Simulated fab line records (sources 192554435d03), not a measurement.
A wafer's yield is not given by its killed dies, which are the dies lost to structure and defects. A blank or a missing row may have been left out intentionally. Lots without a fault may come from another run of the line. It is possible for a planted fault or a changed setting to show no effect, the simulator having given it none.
fab line records	flow n5-finfet
record lots=11	wafers=33	last-day=16
route steps=1938 shown HKMG_FIN@449 TV_OPEN@1887 PASSIVATION@1925
lots that met no fault: taken from a fault-free run of the same line
start-h: hours from the record's first day to the start of the lot's first wafer shown	wait-h: how many hours have passed since the lot's step before this one	" identical to the entry in the row above	L1.1+2: several wafers, shown together as one row	- value missing, or start not given	* or withheld: withheld	< > ~ a bound
route shown NAME@n: a module of which the file shows steps, and the number in the route of the first	usual: the fault-free wafers' mean and standard deviation	same: alike in all rows	chamber/n: place in a boat	sites: each site's reading	_std_site: standard deviation of those values	_edge_site: inner sites' mean taken away from outer sites' mean	radius-mm: for every site, how far away it sits from the centre of the wafer	mask NAME#n: copy n	behind: the most recent tool/chamber to have shaped the wafer	hold: cause of the lot's hold/its duration in hours/its outcome	device: names the non-switching transistor (n, p or np)	end of line: the tests these same wafers got at the end of their route	step lacking rows: just its recipe	killed: not the wafer's yield, but the dies lost to structure and defects at the first sort	map: shows each die of a wafer: x if killed, . if not, _ if none is there
set.NAME: the setting the step ran with; set.NAME@STEP: the setting that earlier step ran with	model.NAME: the simulator's own value behind a step, which no gauge read
the route's steps for a sample of lots (tables are steps, rows are wafers)
services: a tool's chamber out of use, with start hour (start-h, from the record's first day; less than 0 if before it), hours out, and reason
## steps
# step N5_HKMG_FIN_ALD_71
# recipe material=TiN	target-thk-a=10	temp-c=400	ald-precursor-family=TiCl4	ald-co-reactant=NH3	pulse-time-s=1	purge-time-s=3	co-reactant-purge-time-s=2	co-reactant-pulse-time-s=2	ald-cycles=47	pressure-torr=3
# usual heater-power-w=898/68	precursor-pulse-height-rel=1.000/0.018
lot.wafer	tool	chamber	start-h	wait-h	heater-power-w	precursor-pulse-height-rel
L286.1	ald-metal-03	0	82.34	0.0	839	0.990
L286.3	"	1	"	"	962	1.050
L286.5	"	1	"	"	975	0.985
L288.1	ald-metal-03	2	93.13	0.0	830	0.967
L288.2	"	0	"	"	818	1.010
L288.4	"	3	"	"	993	0.978
L290.3	ald-metal-03	1	100.45	0.0	951	1.007
L290.5	"	2	"	"	834	0.977
L290.6	"	1	"	"	937	0.955
L291.2	ald-metal-01	0	108.57	0.0	881	0.972
L291.3	"	2	"	"	827	0.974
L291.4	"	1	"	"	909	1.015
L292.1	ald-metal-01	3	119.27	0.0	829	0.995
L292.2	"	2	"	"	822	0.985
L292.4	"	0	"	"	882	0.985
L296.2	ald-metal-04	2	141.84	0.0	943	1.008
L296.3	"	1	"	"	951	1.026
L296.6	"	1	"	"	964	1.035
L298.1	ald-metal-01	0	153.33	0.0	876	1.011
L298.2	"	2	"	"	800	1.002
L298.6	"	1	"	"	879	0.986
L299.3	ald-metal-01	3	155.47	0.0	856	0.964
L299.4	"	2	"	"	821	0.975
L299.6	"	2	"	"	792	0.984
L301.2	ald-metal-01	1	177.22	0.0	874	1.007
L301.3	"	3	"	"	875	1.035
L301.4	"	2	"	"	814	1.017
L303.1	ald-metal-04	2	178.88	0.0	933	0.963
L303.2	"	3	"	"	1102	1.022
L303.6	"	2	"	"	942	1.005
L304.3	ald-metal-03	1	185.54	0.0	957	1.008
L304.4	"	3	"	"	976	1.014
L304.5	"	2	"	"	827	0.994
# step N5_PASSIVATION_PASS_ETCH_74
# recipe chemistry=CF4/O2	target=SiNx	target-depth-a=2200	time-s=110	ion-energy-ev=100	pressure-mtorr=40	source-w=535	bias-w=49	Ar_flow_sccm=100	cf4-flow-sccm=100	O2_flow_sccm=10
# usual drypump-motor-current-A=5.7/0.41	oes-product-au=0.81/0.093	rf-vpp-V=238/4.9	showerhead-plenum-p-Torr=2.21/0.07	throttle-valve-pct=15.98/0.18
lot.wafer	tool	chamber	start-h	wait-h	drypump-motor-current-A	oes-product-au	rf-hours-counter-h	rf-vpp-V	showerhead-plenum-p-Torr	throttle-valve-pct
L286.1	rie-diel-06	0	270.67	0.0	5.2	0.69	205	236	2.10	16.21
L286.3	"	1	"	"	6.1	0.85	83	241	2.15	15.69
L286.5	"	0	"	"	5.2	0.70	-	234	2.10	16.20
L288.1	rie-diel-06	3	271.83	0.0	5.2	0.94	14	249	2.35	16.07
L288.2	"	1	"	"	6.0	0.86	84	239	2.15	15.67
L288.4	"	0	"	"	5.2	0.70	206	234	2.10	16.20
L290.3	rie-diel-02	2	286.40	0.0	6.2	0.92	26	241	2.25	15.81
L290.5	"	1	"	"	5.4	0.71	-	233	2.26	16.34
L290.6	"	0	"	"	6.5	0.86	-	236	2.24	15.90
L292.1	rie-diel-06	0	292.11	0.0	5.2	0.69	213	235	2.09	16.22
L292.2	"	3	"	"	5.3	0.95	21	248	2.35	16.09
L292.4	"	2	"	"	5.9	0.67	250	235	2.18	16.20
L291.2	rie-diel-02	1	294.96	0.0	5.4	0.72	219	234	2.26	16.35
L291.3	"	3	"	"	5.5	0.82	98	230	2.23	15.93
L291.4	"	0	"	"	6.5	0.87	50	233	2.24	15.90
L299.3	rie-diel-05	2	338.28	0.0	5.6	0.75	180	239	2.12	16.05
L299.4	"	3	"	"	5.7	0.95	12	234	2.25	15.75
L299.6	"	1	"	"	5.8	0.74	-	237	2.27	15.85
L296.2	rie-diel-05	3	339.30	0.0	5.7	0.96	12	237	2.25	15.73
L296.3	"	1	"	"	5.8	0.73	202	239	2.27	15.86
L296.6	"	2	"	"	5.6	0.75	-	237	2.12	16.05
L298.1	rie-diel-05	0	342.68	0.0	5.1	0.91	23	244	2.25	15.96
L298.2	"	2	"	"	5.6	0.75	181	239	2.12	16.05
L298.6	"	2	"	"	5.6	0.74	-	239	2.12	16.05
L301.2	rie-diel-05	2	360.03	0.0	5.6	0.74	187	239	2.12	16.05
L301.3	"	1	"	"	5.8	0.73	210	237	2.26	15.86
L301.4	"	0	"	"	5.1	0.90	29	245	2.25	15.97
L303.1	rie-diel-02	0	370.65	0.0	6.5	0.84	72	234	2.23	15.96
L303.2	"	3	"	"	5.5	0.79	122	230	2.22	15.99
L303.6	"	0	"	"	6.5	0.84	-	234	2.23	15.95
L304.3	rie-diel-02	1	385.61	0.0	5.4	0.69	246	233	2.25	16.40
L304.4	"	3	"	"	5.6	0.78	126	231	2.22	15.98
L304.5	"	2	"	"	6.2	0.88	-	242	2.24	15.88
# step N5_PASSIVATION_CD_MEAS_44
# recipe target-cd-nm=40000	landing-energy-ev=500	detector=se-inlens
# usual cd-nm=39999/3.5
lot.wafer	tool	chamber	start-h	wait-h	cd-nm
L286.1	cd-sem-03	0	274.31	-	39995
L286.3	"	0	"	"	39997
L286.5	"	0	"	"	39996
L288.1	cd-sem-02	0	275.80	-	40000
L288.2	"	0	"	"	40000
L288.4	"	0	"	"	39998
L290.3	cd-sem-01	0	290.89	-	39995
L290.5	"	0	"	"	39996
L290.6	"	0	"	"	40001
L292.1	cd-sem-03	0	298.03	-	39995
L292.2	"	0	"	"	39994
L292.4	"	0	"	"	39995
L291.2	cd-sem-01	0	298.37	-	40000
L291.3	"	0	"	"	40002
L291.4	"	0	"	"	40002
L299.3	cd-sem-03	0	341.97	-	40001
L299.4	"	0	"	"	40000
L299.6	"	0	"	"	39995
L296.2	cd-sem-01	0	342.97	-	39997
L296.3	"	0	"	"	39999
L296.6	"	0	"	"	39997
L298.1	cd-sem-02	0	345.74	-	39992
L298.2	"	0	"	"	39991
L298.6	"	0	"	"	39995
L301.2	cd-sem-01	0	364.89	-	39997
L301.3	"	0	"	"	40003
L301.4	"	0	"	"	40000
L303.1	cd-sem-03	0	375.58	-	39999
L303.2	"	0	"	"	39999
L303.6	"	0	"	"	40005
L304.3	cd-sem-02	0	388.84	-	39998
L304.4	"	0	"	"	40001
L304.5	"	0	"	"	40005
# step N5_PASSIVATION_ETCH_54
# recipe chemistry=CHF3/O2	target=SiO2	target-depth-a=8800	CHF3_flow_sccm=50	O2_flow_sccm=5	Ar_flow_sccm=200	time-s=440	mask-material=PR	pressure-mtorr=30	source-w=650	bias-w=170	ion-energy-ev=200
# usual drypump-motor-current-A=5.5/0.48	oes-product-au=0.80/0.089	rf-vpp-V=526/9.9	showerhead-plenum-p-Torr=2.42/0.089	throttle-valve-pct=18.78/0.2
lot.wafer	tool	chamber	start-h	wait-h	drypump-motor-current-A	oes-product-au	rf-hours-counter-h	rf-vpp-V	showerhead-plenum-p-Torr	throttle-valve-pct
L286.1	rie-diel-01	1	274.68	0.1	5.1	0.99	1	526	2.57	18.63
L286.3	"	2	"	"	5.0	0.89	35	520	2.54	18.73
L286.5	"	0	"	"	5.7	0.77	-	519	2.32	18.58
L288.1	rie-diel-01	2	276.23	0.1	5.0	0.90	35	522	2.54	18.74
L288.2	"	1	"	"	5.1	0.98	2	524	2.57	18.64
L288.4	"	0	"	"	5.7	0.78	126	519	2.32	18.60
L290.3	rie-diel-01	1	291.24	0.1	5.1	0.96	7	523	2.57	18.65
L290.5	"	2	"	"	5.0	0.89	-	520	2.53	18.72
L290.6	"	3	"	"	5.9	0.74	-	536	2.40	18.98
L292.1	rie-diel-04	3	298.43	0.1	5.4	0.90	39	526	2.46	18.62
L292.2	"	0	"	"	5.5	0.92	28	508	2.46	18.49
L292.4	"	1	"	"	6.2	0.69	226	526	2.38	18.98
L291.2	rie-diel-04	0	299.02	0.1	5.5	0.90	28	508	2.46	18.49
L291.3	"	1	"	"	6.2	0.69	226	525	2.38	18.99
L291.4	"	2	"	"	5.7	0.77	154	538	2.32	18.84
L299.3	rie-diel-04	2	342.32	0.1	5.7	0.76	166	538	2.31	18.84
L299.4	"	0	"	"	5.5	0.89	42	506	2.46	18.49
L299.6	"	2	"	"	5.7	0.76	-	538	2.31	18.84
L296.2	rie-diel-04	2	343.32	0.1	5.7	0.75	166	537	2.31	18.84
L296.3	"	1	"	"	6.2	0.68	243	526	2.38	19.02
L296.6	"	0	"	"	5.5	0.88	-	507	2.46	18.51
L298.1	rie-diel-01	0	346.58	0.1	5.7	0.76	151	518	2.31	18.62
L298.2	"	1	"	"	5.1	0.90	26	522	2.56	18.68
L298.6	"	0	"	"	5.7	0.75	-	517	2.31	18.63
L301.2	rie-diel-04	2	365.24	0.1	5.7	0.75	175	538	2.31	18.85
L301.3	"	3	"	"	5.4	0.87	65	526	2.45	18.67
L301.4	"	2	"	"	5.7	0.76	-	539	2.31	18.86
L303.1	rie-diel-03	0	375.93	0.1	5.1	0.80	120	541	2.53	18.77
L303.2	"	1	"	"	6.4	0.69	247	528	2.27	18.72
L303.6	"	0	"	"	5.1	0.80	-	541	2.53	18.79
L304.3	rie-diel-03	3	389.19	0.1	4.8	0.72	187	513	2.39	19.07
L304.4	"	0	"	"	5.1	0.79	-	543	2.53	18.79
L304.5	"	2	"	"	6.2	0.67	-	528	2.39	19.03
# step N5_PASSIVATION_PROBE_49
# usual defect-limited-yield=91.7/1.2	killed_at_M0_to_M3=33/9.5	killed_at_M4_up=13/4.9	killed-at-contacts=13/6.6	killed-at-front-end=36/11	killed-at-other=3.0/2.6	killed-dies=97/14	killed-open=65/11	killed-short=31/6.6	sort_bin_5_function=4.8/0.82	sort_bin_6_memory=3.1/0.58	sort_bin_8_speed=0.00/0.02	sort-n-pass=1083/14	sort-yield-pct=91.7/1.2
# same gross-dies=1180	killed-at-back-side=0	sort_bin_4_leakage[%]=0
lot.wafer	tool	chamber	start-h	wait-h	defect-limited-yield[%]	killed_at_M0_to_M3	killed_at_M4_up	killed-at-contacts	killed-at-front-end	killed-at-other	killed-dies	killed-open	killed-short	sort_bin_5_function[%]	sort_bin_6_memory[%]	sort_bin_8_speed[%]	sort-n-pass	sort-yield-pct[%]
L290.3	prober-02	-	294.13	0.1	93.1	24	9	11	29	8	81	46	35	4.4	2.4	0	1099	93.1
L290.5	prober-02	-	294.23	0.2	93.4	16	11	13	32	6	78	52	26	3.6	2.9	0	1102	93.4
L290.6	prober-02	-	294.28	0.3	91.4	26	8	9	48	11	102	72	30	5.1	3.1	0	1078	91.4
L299.4	prober-02	-	345.26	0.2	91.5	28	12	12	45	3	100	60	38	5.0	3.2	0	1080	91.5
L299.6	prober-02	-	345.36	0.3	91.2	39	19	12	33	1	104	75	27	5.3	3.2	0	1076	91.2
L301.2	prober-02	-	368.07	0.1	89.8	45	8	27	40	0	120	81	39	5.0	4.9	0	1060	89.8
L301.3	prober-02	-	368.12	0.1	91.2	31	11	28	30	4	104	71	32	5.2	3.3	0	1076	91.2
L301.4	prober-02	-	368.17	0.2	92.7	24	8	18	36	0	86	59	27	3.9	2.8	0	1094	92.7
L303.1	prober-02	-	378.76	0.0	93.2	34	5	12	22	7	80	52	28	4.2	2.4	0	1100	93.2
L304.3	prober-01	-	392.08	0.1	82.9	40	12	17	127	6	202	75	38	10.4	5.1	0	978	82.9
L304.4	prober-01	-	392.13	0.2	92.0	19	25	8	37	5	94	56	35	4.6	2.9	0.08	1085	91.9
L304.5	prober-01	-	392.18	0.2	90.3	35	11	10	57	2	115	78	37	6.9	2.8	0	1065	90.3
# killed by level:class
L290.3 MOL_CONTACT_COAG:geometric-particle:open=11 FIN_SAQP:geometric-particle:short=7 BEOL_M4:geometric-particle:open=6 FIN_SAQP:geometric-particle:open=5 BEOL_M0_SAQP:geometric-particle:short=5 BEOL_M0_SAQP:geometric-particle:open=5 BEOL_M3:geometric-particle:open=5 BEOL_M3:geometric-particle:short=5
L290.5 MOL_CONTACT_COAG:geometric-particle:open=11 STI_FIN_REVEAL:geometric-particle:open=8 STI_FIN_REVEAL:geometric-particle:short=4 BEOL_M0_SAQP:geometric-particle:short=4 BEOL_M8:geometric-particle:open=4 FIN_SAQP:geometric-particle:short=3 DUMMY_GATE:geometric-particle:open=3 PASS1_CAP:geometric-particle:open=3
L290.6 STI_FIN_REVEAL:geometric-particle:open=11 DUMMY_GATE:geometric-particle:open=9 FIN_SAQP:geometric-particle:open=8 BEOL_M2:geometric-particle:open=8 MOL_CONTACT_COAG:geometric-particle:open=7 BEOL_M0_SAQP:geometric-particle:short=6 BEOL_M3:geometric-particle:open=6 MIM_TOP_ETCH:geometric-particle:short=5
L299.4 STI_FIN_REVEAL:geometric-particle:open=11 STI_FIN_REVEAL:geometric-particle:short=10 MOL_CONTACT_COAG:geometric-particle:open=10 FIN_SAQP:geometric-particle:short=9 BEOL_M1:geometric-particle:open=6 BEOL_M2:geometric-particle:open=5 DUMMY_GATE:geometric-particle:open=5 BEOL_M0_SAQP:geometric-particle:short=5
L299.6 MOL_CONTACT_COAG:geometric-particle:open=10 STI_FIN_REVEAL:geometric-particle:open=9 BEOL_M3:geometric-particle:open=8 BEOL_M4:geometric-particle:open=8 FIN_SAQP:geometric-particle:open=7 BEOL_M0_SAQP:geometric-particle:short=7 BEOL_M0_SAQP:geometric-particle:open=6 BEOL_M2:geometric-particle:open=6
L301.2 MOL_CONTACT_COAG:geometric-particle:open=21 BEOL_M2:geometric-particle:open=10 BEOL_M1:geometric-particle:open=10 BEOL_M0_SAQP:geometric-particle:open=9 BEOL_M0_SAQP:geometric-particle:short=9 FIN_SAQP:geometric-particle:open=7 STI_FIN_REVEAL:geometric-particle:open=7 FIN_SAQP:geometric-particle:short=6
L301.3 MOL_CONTACT_COAG:geometric-particle:open=23 BEOL_M2:geometric-particle:open=8 BEOL_M4:geometric-particle:open=7 GATE_CUT:geometric-particle:short=6 MOL_CONTACT_COAG:geometric-particle:short=5 BEOL_M1:geometric-particle:open=5 STI_FIN_REVEAL:geometric-particle:open=4 DUMMY_GATE:geometric-particle:open=4
L301.4 STI_FIN_REVEAL:geometric-particle:open=13 MOL_CONTACT_COAG:geometric-particle:open=12 MOL_CONTACT_COAG:geometric-particle:short=6 BEOL_M0_SAQP:geometric-particle:short=6 BEOL_M3:geometric-particle:open=5 DUMMY_GATE:geometric-particle:open=5 GATE_CUT:geometric-particle:short=5 STARTING-WAFER:geometric-particle:open=5
L303.1 BEOL_M1:geometric-particle:open=13 MOL_CONTACT_COAG:geometric-particle:open=10 BEOL_M2:geometric-particle:open=7 PAD_METAL:geometric-particle:short=5 FIN_SAQP:geometric-particle:short=4 BEOL_M0_SAQP:geometric-particle:open=3 BEOL_M1:geometric-particle:short=3 STARTING-WAFER:geometric-particle:open=3
L304.3 HKMG_FIN:unspecified=86 BEOL_M2:geometric-particle:open=13 MOL_CONTACT_COAG:geometric-particle:open=12 STI_FIN_REVEAL:geometric-particle:open=9 BEOL_M0_SAQP:geometric-particle:short=9 BEOL_M0_SAQP:geometric-particle:open=6 FIN_SAQP:geometric-particle:open=5 MOL_CONTACT_COAG:geometric-particle:short=5
L304.4 BEOL_M4:geometric-particle:open=10 STI_FIN_REVEAL:geometric-particle:open=9 FIN_SAQP:geometric-particle:short=6 BEOL_M0_SAQP:geometric-particle:short=6 GATE_CUT:geometric-particle:short=5 MOL_CONTACT_COAG:geometric-particle:open=5 BEOL_M0_SAQP:geometric-particle:open=4 BEOL_M8:geometric-particle:open=4
L304.5 STI_FIN_REVEAL:geometric-particle:open=15 BEOL_M0_SAQP:geometric-particle:short=10 MOL_CONTACT_COAG:geometric-particle:open=8 BEOL_M0_SAQP:geometric-particle:open=8 FIN_SAQP:geometric-particle:open=7 FIN_SAQP:geometric-particle:short=6 GATE_CUT:geometric-particle:open=6 BEOL_M2:geometric-particle:open=6
## services
tool	chamber	start-h	hours	kind
rie-diel-05	2	66.22	4.1	repair
rie-diel-05	3	69.08	10.3	repair
rie-diel-01	2	72.79	5.0	repair
rie-diel-02	2	73.77	20.4	repair
rie-diel-04	0	78.53	5.9	repair
ald-metal-01	2	84.42	7.1	repair
rie-diel-01	0	95.75	14.8	repair
rie-diel-02	-	100.63	0.2	repair
ald-metal-03	-	110.64	0.5	repair
rie-diel-02	3	148.52	2.5	repair
ald-metal-01	3	165.54	3.3	repair
rie-diel-01	2	182.58	1.8	repair
ald-metal-01	0	186.90	23.9	repair
ald-metal-01	-	199.59	4.3	pm
ald-metal-01	-	233.12	14.6	pm
rie-diel-04	1	244.41	8.5	repair
ald-metal-03	3	271.86	99.1	repair
ald-metal-03	0	273.11	3.8	repair
ald-metal-03	-	287.60	2.4	repair
rie-diel-04	2	301.40	10.4	repair
rie-diel-04	0	305.53	5.1	repair
ald-metal-01	-	356.95	6.0	pm
ald-metal-01	-	366.72	2.8	pm
rie-diel-04	-	377.07	2.3	repair
## key
first-sign step=N5_PASSIVATION_PROBE_49	reading=killed-at-front-end	direction=up	sigmas=8.7	usual=36	struck=127
effect step=N5_PASSIVATION_PROBE_49	reading=defect-limited-yield	direction=down	sigmas=7.3	usual=91.7	struck=82.9
more-kills-born-at N5_HKMG_FIN_ALD_71@ald-metal-03=86
met-at N5_HKMG_FIN_ALD_71
struck-lots L304
struck-wafers L304.3
not-acting-at N5_PASSIVATION_PASS_ETCH_74,N5_PASSIVATION_CD_MEAS_44,N5_PASSIVATION_ETCH_54
onset-between 100.45 185.54
fault kind=chamber-particle-source	tool=ald-metal-03	chamber=1	onset-h=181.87	steps=N5_HKMG_FIN_ALD_71	rate-per-visit-cm2=0.40379	end-h=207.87
